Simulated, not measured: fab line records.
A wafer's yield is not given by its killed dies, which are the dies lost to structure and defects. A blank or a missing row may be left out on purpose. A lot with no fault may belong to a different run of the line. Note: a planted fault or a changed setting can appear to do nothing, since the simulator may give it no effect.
Split-lot experiment / flow n5_finfet / route with 1938 steps; 7 lots, 21 wafers read

SPLIT DETAILS
At N5_BEOL_M11_ETCH_41 (etches SiCN in CH3F/O2, target depth 42.6 nm, time 86 s), the setting time_s was moved away from the recipe's 86 s on 5 of the 21 wafers read, by -16.0% to +22.2%. This setting was run at the recipe's value on the other wafers.

The reading is taken at the split's own step.

THE READING
etch.depth_nm (the simulator's own value, which no gauge read), in nm, at N5_BEOL_M11_ETCH_41 (etches SiCN in CH3F/O2, target depth 42.6 nm, time 86 s). No usual value for it is given in the file. Average 32.45 nm, standard deviation 0.45 nm, over the 16 wafers here run with the recipe.

wafer=L079.2; tool, chamber at the split=rie_diel-04, 3; time_s as run, s=86; against the recipe=recipe; etch.depth_nm, nm=31.78; against lot-mates on the recipe=-
wafer=L079.5; tool, chamber at the split=rie_diel-04, 2; time_s as run, s=86; against the recipe=recipe; etch.depth_nm, nm=32.24; against lot-mates on the recipe=-
wafer=L079.6; tool, chamber at the split=rie_diel-04, 3; time_s as run, s=72.2; against the recipe=-16.0%; etch.depth_nm, nm=26.66; against lot-mates on the recipe=-5.35
wafer=L081.1; tool, chamber at the split=rie_diel-02, 0; time_s as run, s=80.47; against the recipe=-6.4%; etch.depth_nm, nm=30.42; against lot-mates on the recipe=-2.91
wafer=L081.3; tool, chamber at the split=rie_diel-02, 3; time_s as run, s=86; against the recipe=recipe; etch.depth_nm, nm=33.51; against lot-mates on the recipe=-
wafer=L081.5; tool, chamber at the split=rie_diel-02, 3; time_s as run, s=86; against the recipe=recipe; etch.depth_nm, nm=33.15; against lot-mates on the recipe=-
wafer=L083.1; tool, chamber at the split=rie_diel-06, 0; time_s as run, s=86; against the recipe=recipe; etch.depth_nm, nm=32.57; against lot-mates on the recipe=-
wafer=L083.3; tool, chamber at the split=rie_diel-06, 3; time_s as run, s=86; against the recipe=recipe; etch.depth_nm, nm=32.76; against lot-mates on the recipe=-
wafer=L083.4; tool, chamber at the split=rie_diel-06, 2; time_s as run, s=100.7; against the recipe=+17.1%; etch.depth_nm, nm=36.88; against lot-mates on the recipe=+4.22
wafer=L084.2; tool, chamber at the split=rie_diel-04, 0; time_s as run, s=86; against the recipe=recipe; etch.depth_nm, nm=32.61; against lot-mates on the recipe=-
wafer=L084.5; tool, chamber at the split=rie_diel-04, 0; time_s as run, s=86; against the recipe=recipe; etch.depth_nm, nm=32.08; against lot-mates on the recipe=-
wafer=L084.6; tool, chamber at the split=rie_diel-04, 1; time_s as run, s=86; against the recipe=recipe; etch.depth_nm, nm=32.42; against lot-mates on the recipe=-
wafer=L091.2; tool, chamber at the split=rie_diel-04, 2; time_s as run, s=105.1; against the recipe=+22.2%; etch.depth_nm, nm=39.42; against lot-mates on the recipe=+7.09
wafer=L091.4; tool, chamber at the split=rie_diel-04, 1; time_s as run, s=86; against the recipe=recipe; etch.depth_nm, nm=32.82; against lot-mates on the recipe=-
wafer=L091.6; tool, chamber at the split=rie_diel-04, 2; time_s as run, s=86; against the recipe=recipe; etch.depth_nm, nm=31.84; against lot-mates on the recipe=-
wafer=L094.1; tool, chamber at the split=rie_diel-04, 1; time_s as run, s=86; against the recipe=recipe; etch.depth_nm, nm=32.47; against lot-mates on the recipe=-
wafer=L094.2; tool, chamber at the split=rie_diel-04, 0; time_s as run, s=86; against the recipe=recipe; etch.depth_nm, nm=32.03; against lot-mates on the recipe=-
wafer=L094.3; tool, chamber at the split=rie_diel-04, 2; time_s as run, s=86; against the recipe=recipe; etch.depth_nm, nm=32.53; against lot-mates on the recipe=-
wafer=L095.1; tool, chamber at the split=rie_diel-06, 1; time_s as run, s=86; against the recipe=recipe; etch.depth_nm, nm=32.43; against lot-mates on the recipe=-
wafer=L095.2; tool, chamber at the split=rie_diel-06, 3; time_s as run, s=102.6; against the recipe=+19.3%; etch.depth_nm, nm=37.96; against lot-mates on the recipe=+5.75
wafer=L095.3; tool, chamber at the split=rie_diel-06, 0; time_s as run, s=86; against the recipe=recipe; etch.depth_nm, nm=31.99; against lot-mates on the recipe=-

FIT RESULTS
A straight line over all 21 wafers: etch.depth_nm changes by +0.306 nm for each +1% of time_s; r = +0.98; the points scatter about the line by 0.5 nm.
The same after taking each lot's own level away (the mean of its wafers on the recipe; 21 wafers): +0.308 nm for each +1%; r = +0.99; scatter 0.4 nm.
On that fit, the largest move of time_s shifts the reading by 6.8 nm.
The span of the lots' own levels, 32.010 to 33.330 nm, comes to 2.9 times the standard deviation stated above.
Hence the lot-to-lot level has little effect on the slope; both slopes agree.
Check: for one of the wafers moved furthest among these (+22.2%), held out of the fit, the line's prediction against its lot-mates is +6.54 nm. It came out at +7.09 nm against them.

THE OTHER SPLITS THESE WAFERS WENT THROUGH
These wafers also went through other splits before the reading. Each is held against what the fit with the lots' levels taken away leaves over:
other split on the same wafers=N5_BEOL_M7_TRENCH_ETCH_37 source_w; wafers away from the commonest value=5; r with etch.depth_nm (lot level and that fit taken away)=+0.09
other split on the same wafers=N5_BEOL_M9_TRENCH_ETCH_37 source_w; wafers away from the commonest value=6; r with etch.depth_nm (lot level and that fit taken away)=-0.11
other split on the same wafers=N5_BEOL_M10_COAT_64 spin_rpm; wafers away from the commonest value=7; r with etch.depth_nm (lot level and that fit taken away)=+0.43
other split on the same wafers=N5_BEOL_M10_EXPOSE_25 dose_mj; wafers away from the commonest value=4; r with etch.depth_nm (lot level and that fit taken away)=-0.13
other split on the same wafers=N5_BEOL_M11_TRENCH_ETCH_37 bias_w; wafers away from the commonest value=7; r with etch.depth_nm (lot level and that fit taken away)=+0.07

FILE'S OWN FIT
etch.depth_nm changes by +0.305 nm for each +1% of time_s, r = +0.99.
